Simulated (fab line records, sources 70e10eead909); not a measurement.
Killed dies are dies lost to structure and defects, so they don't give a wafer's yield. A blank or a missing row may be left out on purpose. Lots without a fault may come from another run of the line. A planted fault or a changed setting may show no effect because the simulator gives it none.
Which tool did it? | flow nand_harc | 12 lots, 36 wafers sampled, at 3 steps of a route of 1159

WHAT THE GAUGES READ, wafer by wafer
NHARC_P_M0_OVL_MEAS_10: pitch 180 nm.
lot  | measured     | on         | overlay_x_nm (nm)
L075 | day 6 06:49  | overlay-02 | 0.8 0.9 1.2
L076 | day 6 10:43  | overlay-02 | -0.3 -0.3 -0.6
L079 | day 6 20:38  | overlay-01 | -0.9 -0.2 -0.3
L081 | day 7 12:00  | overlay-01 | 0.8 1.5 0.5
L084 | day 8 13:08  | overlay-01 | 2.3 2.0 2.2
L085 | day 9 04:47  | overlay-02 | -1.1 -0.5 -0.6
L086 | day 9 10:53  | overlay-02 | 0.7 0.3 0.3
L089 | day 10 02:00 | overlay-02 | 0.3 0.2 -0.2
L091 | day 10 05:46 | overlay-01 | -1.3 -0.9 -0.5
L093 | day 10 17:11 | overlay-01 | -0.8 -1.0 -0.7
L094 | day 10 18:20 | overlay-01 | 0.0 -0.1 -0.4
L097 | day 11 08:52 | overlay-02 | -0.6 -0.7 -0.3

WHICH TOOL RAN EACH LOT (tool, then ch and the chambers of the sampled wafers, then the start)
lot  | NHARC_P_GATE_ETCH_32             | NHARC_P_GATE_DESCUM_61
L075 | rie_si-06 ch 0,2,3, day 5 01:46  | rie_diel-10 ch 1,2,3, day 5 15:04
L076 | rie_si-03 ch 0,2, day 5 04:05    | rie_diel-07 ch 2,3, day 5 17:49
L079 | rie_si-06 ch 0,1,3, day 5 17:01  | rie_diel-07 ch 0,1,3, day 6 06:35
L081 | rie_si-04 ch 1,3, day 6 11:58    | rie_diel-10 ch 0,2, day 7 01:32
L084 | rie_si-03 ch 1,2, day 7 05:59    | rie_diel-09 ch 0,3, day 7 19:13
L085 | rie_si-04 ch 0,1,3, day 8 04:01  | rie_diel-07 ch 0,1,3, day 8 17:01
L086 | rie_si-06 ch 0,2, day 8 04:59    | rie_diel-10 ch 0,1,2, day 8 18:51
L089 | rie_si-03 ch 0,1,3, day 8 21:22  | rie_diel-07 ch 1,2,3, day 9 10:49
L091 | rie_si-03 ch 0,3, day 9 02:34    | rie_diel-07 ch 2,3, day 9 15:47
L093 | rie_si-04 ch 1,2,3, day 9 17:18  | rie_diel-07 ch 0,1,2, day 10 06:34
L094 | rie_si-03 ch 0,1,2, day 9 17:41  | rie_diel-09 ch 0,2,3, day 10 07:12
L097 | rie_si-03 ch 0,1,2, day 10 06:44 | rie_diel-07 ch 0,1,3, day 10 22:27
- NHARC_P_GATE_ETCH_32: etches the open film in HBr/Cl2, target depth 150 nm, time 100.1 s.
- NHARC_P_GATE_DESCUM_61: chemistry O2, time 3 s.

THE ANSWER, worked out from the rows above alone
Rule: what is usual is taken from the lots themselves. Put in order of their means at a reading, lots are off if they are a third of the lots or fewer, leave a main group of 4 or more, and stand apart from it by a gap of 3 or more times the standard deviation of the main group's means; of several such gaps the widest counts. A main group whose means are all the same, to the digits that the tables above print for the reading, isn't used. A lot without any number at a reading at which 4 lots or more have one is off too. The other lots that the step has rows for count as sound.
No lot is off at any reading shown: from this, nothing can be told.

WHAT THE SIMULATOR HAD PUT IN
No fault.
